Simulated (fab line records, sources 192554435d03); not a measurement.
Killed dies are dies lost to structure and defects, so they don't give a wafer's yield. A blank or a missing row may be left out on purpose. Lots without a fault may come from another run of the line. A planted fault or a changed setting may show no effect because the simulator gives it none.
Chamber matching | flow n5_finfet | N5_DUMMY_GATE_DESCUM_20 on rie_diel-02: 4 sister chambers
The step chemistry O2, time 6.2 s. 4 wafers are shown with their chamber, then 6 later ones without.

WAFERS WITH THEIR CHAMBER
wafer  | chamber | drypump_motor_current_A (A)
L578.2 | 1       | 5.4
L578.5 | 3       | 6.0
L590.2 | 0       | 5.6
L590.3 | 2       | 6.2

WAFERS WITHOUT THEIR CHAMBER
wafer  | drypump_motor_current_A (A)
L591.2 | 6.2
L591.4 | 6.2
L591.5 | 5.3
L592.1 | 5.3
L592.4 | 6.0
L592.6 | 5.4

WHICH CHAMBER EACH WENT THROUGH
wafer  | from the rows above | in truth
L591.2 | 2                   | 2
L591.4 | 2                   | 2
L591.5 | 1                   | 1
L592.1 | 1                   | 1
L592.4 | 3                   | 3
L592.6 | 1                   | 1
Placed correctly: 6 of 6. Can't be placed from these rows: 0. Placed wrongly: 0.
How it was worked out, from the rows above alone: a wafer's distance from a chamber is the root of the sum, over the readings, of the square of ((its reading less the chamber's mean) divided by the reading's scatter). The wafer belongs to the nearest chamber; if the next one is less than 2 further off, it can't be placed. A chamber's mean is the mean of its shown wafers. The scatter: with one shown wafer a chamber, the root of the mean of the squares of how far each hidden wafer lies from its nearest shown one.
